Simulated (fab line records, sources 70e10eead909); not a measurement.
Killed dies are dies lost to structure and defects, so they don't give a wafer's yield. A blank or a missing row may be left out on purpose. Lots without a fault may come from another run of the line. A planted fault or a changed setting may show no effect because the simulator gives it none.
Chamber matching | flow nand_harc | NHARC_A_STAIRCASE_DESCUM_219 on rie_diel-07: 4 sister chambers
The step chemistry O2, time 3 s. 24 wafers are shown with their chamber, then 12 later ones without.

WAFERS WITH THEIR CHAMBER
wafer  | chamber | drypump_motor_current_A (A) | showerhead_plenum_p_Torr (Torr) | throttle_valve_pct (%)
L076.1 | 2       | 6.2                         | 1.78                            | 11.309
L076.2 | 1       | 5.3                         | 1.97                            | 11.318
L076.3 | 0       | 6.4                         | 1.79                            | 11.299
L078.1 | 3       | 5.9                         | 1.82                            | 11.314
L078.2 | 2       | 6.2                         | 1.78                            | 11.330
L078.6 | 2       | 6.2                         | 1.78                            | 11.313
L079.1 | 1       | 5.4                         | 1.97                            | 11.325
L079.2 | 3       | 5.9                         | 1.82                            | 11.317
L079.6 | 0       | 6.5                         | 1.78                            | 11.309
L080.1 | 2       | 6.2                         | 1.78                            | 11.295
L080.2 | 0       | 6.4                         | 1.78                            | 11.311
L080.4 | 3       | 5.8                         | 1.82                            | 11.301
L085.1 | 0       | 6.4                         | 1.78                            | 11.310
L085.4 | 1       | 5.3                         | 1.96                            | 11.308
L085.6 | 1       | 5.4                         | 1.96                            | 11.328
L083.2 | 2       | 6.2                         | 1.77                            | 11.306
L083.3 | 3       | 5.9                         | 1.82                            | 11.318
L083.4 | 0       | 6.4                         | 1.78                            | 11.312
L088.4 | 0       | 6.5                         | 1.77                            | 11.303
L088.5 | 1       | 5.4                         | 1.96                            | 11.308
L088.6 | 2       | 6.2                         | 2.07                            | 11.317
L090.2 | 0       | 6.4                         | 1.77                            | 11.303
L090.3 | 2       | 6.2                         | 2.07                            | 11.314
L090.6 | 2       | 6.2                         | 2.07                            | 11.303

SIGNATURES (means of the wafers above)
reading                  | chamber 0 | chamber 1 | chamber 2 | chamber 3 | scatter within a chamber
drypump_motor_current_A  | 6.429     | 5.360     | 6.200     | 5.875     | 0.0411
showerhead_plenum_p_Torr | 1.7786    | 1.9640    | 1.8875    | 1.8200    | 0.0895
throttle_valve_pct       | 11.30671  | 11.31740  | 11.31087  | 11.31250  | 0.00849
Rule: a wafer's distance from a chamber is the root of the sum, over the readings, of the square of ((its reading less the chamber's mean) divided by the reading's scatter). The wafer belongs to the nearest chamber; if the next one is less than 2 further off, it can't be placed. The scatter: the root of (the sum of the squares of (reading less its chamber's mean) over the shown wafers, divided by (wafers less chambers)).

WAFERS WITHOUT THEIR CHAMBER
wafer  | drypump_motor_current_A (A) | showerhead_plenum_p_Torr (Torr) | throttle_valve_pct (%)
L091.1 | 5.9                         | 1.81                            | 11.310
L091.4 | 6.2                         | 2.07                            | 11.294
L091.5 | 6.2                         | 2.07                            | 11.326
L092.2 | 5.4                         | 1.95                            | 11.327
L092.3 | 6.2                         | 2.07                            | 11.314
L092.4 | 5.8                         | 1.81                            | 11.301
L096.1 | 6.2                         | 2.06                            | 11.302
L096.5 | 5.9                         | 1.80                            | 11.315
L096.6 | 6.5                         | 1.77                            | 11.300
L097.2 | 5.4                         | 1.95                            | 11.318
L097.4 | 5.9                         | 1.80                            | 11.312
L097.6 | 5.4                         | 1.95                            | 11.317

WHICH CHAMBER EACH WENT THROUGH
wafer  | from the rows above | in truth
L091.1 | 3                   | 3
L091.4 | 2                   | 2
L091.5 | 2                   | 2
L092.2 | 1                   | 1
L092.3 | 2                   | 2
L092.4 | 3                   | 3
L096.1 | 2                   | 2
L096.5 | 3                   | 3
L096.6 | 0                   | 0
L097.2 | 1                   | 1
L097.4 | 3                   | 3
L097.6 | 1                   | 1
Placed correctly: 12 of 12. Can't be placed from these rows: 0. Placed wrongly: 0.
